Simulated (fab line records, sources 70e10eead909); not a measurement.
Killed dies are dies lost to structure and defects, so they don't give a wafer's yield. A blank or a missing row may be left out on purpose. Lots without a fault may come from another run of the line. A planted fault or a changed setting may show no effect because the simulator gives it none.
Chamber matching | flow nand_harc | NHARC_A_DECK1_JOINT_CMP_13 on cmp-02: 4 sister chambers
The step polishes, target thk 51.023 nm. 16 wafers are shown with their chamber, then 8 later ones without.

WAFERS WITH THEIR CHAMBER
wafer  | chamber | motor_current_A (A) | time_to_endpoint_s (s) | retaining_ring_pressure_frac
L075.3 | 0       | 11.4                | 9.8                    | 1.000
L075.4 | 2       | 10.6                | 8.9                    | 0.996
L075.6 | 0       | 11.4                | 11.0                   | 0.994
L077.2 | 3       | 11.4                | 7.9                    | 1.000
L077.3 | 2       | 11.0                | 9.5                    | 1.003
L077.5 | 0       | 11.5                | 10.1                   | 0.997
L081.2 | 0       | 12.1                | 11.6                   | 0.998
L081.3 | 1       | 12.4                | 5.5                    | 1.001
L081.5 | 2       | 11.0                | 11.3                   | 0.999
L085.2 | 1       | 12.8                | 6.2                    | 1.001
L085.4 | 3       | 11.3                | 8.3                    | 1.017
L085.6 | 2       | 11.2                | 10.9                   | 1.001
L087.2 | 2       | 10.7                | 12.2                   | 1.003
L087.4 | 3       | 11.1                | 6.6                    | 1.003
L087.6 | 0       | 11.9                | 7.5                    | 1.001
L088.1 | 2       | 10.9                | 9.0                    | 1.000

SIGNATURES (means of the wafers above)
reading                      | chamber 0 | chamber 1 | chamber 2 | chamber 3 | scatter within a chamber
motor_current_A              | 11.660    | 12.600    | 10.900    | 11.267    | 0.255
time_to_endpoint_s           | 10.000    | 5.850     | 10.300    | 7.600     | 1.32
retaining_ring_pressure_frac | 0.99800   | 1.00100   | 1.00033   | 1.00667   | 0.00438
Rule: a wafer's distance from a chamber is the root of the sum, over the readings, of the square of ((its reading less the chamber's mean) divided by the reading's scatter). The wafer belongs to the nearest chamber; if the next one is less than 2 further off, it can't be placed. The scatter: the root of (the sum of the squares of (reading less its chamber's mean) over the shown wafers, divided by (wafers less chambers)).

WAFERS WITHOUT THEIR CHAMBER
wafer  | motor_current_A (A) | time_to_endpoint_s (s) | retaining_ring_pressure_frac
L088.2 | 11.1                | 4.7                    | 0.997
L088.5 | 11.4                | 6.6                    | 0.998
L096.3 | 12.2                | 4.5                    | 0.996
L096.4 | 10.8                | 10.6                   | 1.004
L096.5 | 12.8                | 6.3                    | 0.998
L097.3 | 12.5                | 6.2                    | 0.997
L097.4 | 11.3                | 7.8                    | 0.995
L097.6 | 11.1                | 11.6                   | 1.000

WHICH CHAMBER EACH WENT THROUGH
wafer  | from the rows above          | in truth
L088.2 | can't be placed: 3 or 2 or 0 | 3
L088.5 | can't be placed: 3 or 0 or 2 | 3
L096.3 | 1                            | 1
L096.4 | 2                            | 2
L096.5 | 1                            | 1
L097.3 | 1                            | 1
L097.4 | can't be placed: 0 or 3 or 2 | 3
L097.6 | can't be placed: 2 or 0      | 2
Placed correctly: 4 of 8. Can't be placed from these rows: 4 (the true chamber is among the candidates in 4). Placed wrongly: 0.
